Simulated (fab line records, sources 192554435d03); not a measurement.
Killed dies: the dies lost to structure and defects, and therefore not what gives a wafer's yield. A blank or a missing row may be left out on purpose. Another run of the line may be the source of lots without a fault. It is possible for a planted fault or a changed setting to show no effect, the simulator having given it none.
What tool caused it? + flow n5-finfet + 27 wafers from 9 lots sampled at 2 of the route's 1938 steps

== WHAT THE GAUGES SHOWED, per wafer ==
N5_BEOL_M1_OVL_MEAS_12.
| lot  | measured     | on         | M1_OVL (nm)    |
|------|--------------|------------|----------------|
| L321 | day 6 13:56  | overlay-01 | -0.1 0.4 0.1   |
| L322 | day 7 05:11  | overlay-01 | 0.4 -0.2 -0.5  |
| L323 | day 7 05:28  | overlay-01 | 0.8 0.5 0.2    |
| L329 | day 8 10:55  | overlay-02 | -0.1 0.3 0.0   |
| L331 | day 9 06:05  | overlay-02 | 2.0 1.3 0.8    |
| L332 | day 9 08:57  | overlay-02 | -0.7 -0.5 -0.3 |
| L339 | day 11 01:07 | overlay-02 | -1.1 0.2 0.4   |
| L340 | day 11 10:40 | overlay-02 | -1.5 -0.1 -0.7 |
| L341 | day 11 20:06 | overlay-02 | 0.4 -0.2 0.2   |

== EACH LOT AND THE TOOL THAT RAN IT (in order: tool; ch and the chambers of the sampled wafers; start) ==
| lot  | N5_BEOL_M1_PECVD_72            |
|------|--------------------------------|
| L321 | pecvd-01 ch 0,1, day 6 11:55   |
| L322 | pecvd-02 ch 1,2, day 7 02:18   |
| L323 | pecvd-01 ch 0,1,2, day 7 03:17 |
| L329 | pecvd-01 ch 2, day 8 09:32     |
| L331 | pecvd-01 ch 1,2, day 9 03:22   |
| L332 | pecvd-03 ch 0,1, day 9 08:28   |
| L339 | pecvd-03 ch 1,2, day 10 23:13  |
| L340 | pecvd-03 ch 0,1, day 11 09:44  |
| L341 | pecvd-02 ch 0,1, day 11 18:48  |
- N5_BEOL_M1_PECVD_72: deposits SiO2 from TEOS/O2, target thk 16 nm, time 18 s.

== THE ANSWER, worked out from the rows above alone ==
Rule: the usual values come from the lots themselves. The widest of any qualifying gaps counts: lots, ordered by their means at a reading, are off when they make up no more than a third of the lots, leave a main group of 4 or more, and stand apart from it by 3 or more times the standard deviation of that group's means. A main group whose means are all the same, to the digits that the tables above print for the reading, isn't used. A lot without any number at a reading at which 4 lots or more have one is off too. Any other lot the step has rows for is counted as sound.
Nothing can be told from this: no lot is off at any reading shown.

== WHAT WAS PUT IN BY THE SIMULATOR ==
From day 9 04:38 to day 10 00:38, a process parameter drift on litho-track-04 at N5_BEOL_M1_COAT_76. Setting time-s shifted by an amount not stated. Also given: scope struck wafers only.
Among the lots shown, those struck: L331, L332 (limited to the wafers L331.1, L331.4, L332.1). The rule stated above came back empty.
